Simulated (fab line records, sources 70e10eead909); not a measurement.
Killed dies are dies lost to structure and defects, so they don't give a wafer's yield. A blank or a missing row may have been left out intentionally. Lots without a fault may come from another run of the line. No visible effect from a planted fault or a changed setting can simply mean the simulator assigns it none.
Matching of chambers	flow nandHarc	4 sister chambers for NHARC_A_CHANNEL_FILL_D2_ALD_25 on aldHk-04
The step deposits SiOx, target thk 60 nm, pulse time 10 s, ald cycles 600. 22 wafers are shown with their chamber, then 11 later ones without.

WAFERS PAIRED WITH THEIR CHAMBERS
wafer	chamber	heaterPowerW (W)	heaterPowerOuterW (W)	precursorPulseHeightRel
L074.1	2	480	279	1.028
L074.5	1	473	264	1.008
L074.6	2	498	277	1.001
L076.2	3	526	286	1.018
L076.1	1	458	258	1.006
L076.4	2	482	271	1.004
L078.4	2	481	273	1.021
L078.1	0	530	272	0.998
L078.3	1	483	264	1.000
L079.1	2	478	270	1.000
L079.2	1	463	263	1.012
L079.3	0	538	277	1.019
L081.3	1	471	267	1.037
L081.5	0	542	269	1.012
L081.6	3	502	282	0.973
L083.2	3	524	281	0.992
L083.3	2	484	277	1.008
L083.6	2	495	280	0.997
L084.3	3	494	277	1.002
L084.5	1	446	266	0.997
L084.6	2	529	291	1.011
L086.2	0	524	271	1.000

SIGNATURES (means of the wafers above)
reading	chamber 0	chamber 1	chamber 2	chamber 3	scatter within a chamber
heaterPowerW	533.50	465.67	490.88	511.50	14.6
heaterPowerOuterW	272.25	263.67	277.25	281.50	4.91
precursorPulseHeightRel	1.00725	1.01000	1.00875	0.99625	0.0134
Rule: a wafer's distance from a chamber is the root of the sum, over the readings, of the square of ((its reading less the chamber's mean) divided by the reading's scatter). The wafer belongs to the nearest chamber; if the next one is less than 2 further off, it can't be placed. The scatter: the root of (the sum of the squares of (reading less its chamber's mean) over the shown wafers, divided by (wafers less chambers)).

WAFERS WHOSE CHAMBER IS MISSING
wafer	heaterPowerW (W)	heaterPowerOuterW (W)	precursorPulseHeightRel
L086.5	513	301	1.032
L086.6	462	265	1.000
L093.1	435	266	1.018
L093.5	444	270	1.028
L093.6	525	296	0.995
L094.2	528	279	1.036
L094.1	523	298	1.026
L094.5	494	278	1.029
L095.2	506	284	0.981
L095.4	538	279	0.972
L095.5	512	295	1.012

EACH ONE'S CHAMBER
wafer	from the rows above	in truth
L086.5	can't be placed: 3 or 2 or 0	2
L086.6	1	1
L093.1	1	1
L093.5	can't be placed: 1 or 2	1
L093.6	can't be placed: 3 or 2 or 0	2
L094.2	can't be placed: 0 or 3 or 2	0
L094.1	can't be placed: 3 or 2 or 0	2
L094.5	can't be placed: 2 or 3 or 0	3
L095.2	can't be placed: 3 or 2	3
L095.4	can't be placed: 3 or 0 or 2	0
L095.5	can't be placed: 3 or 2 or 0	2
Correct placement for 2 of the 11. Not placeable from these rows: 9 (in 9, the candidates include the true chamber). 0 placed wrongly.
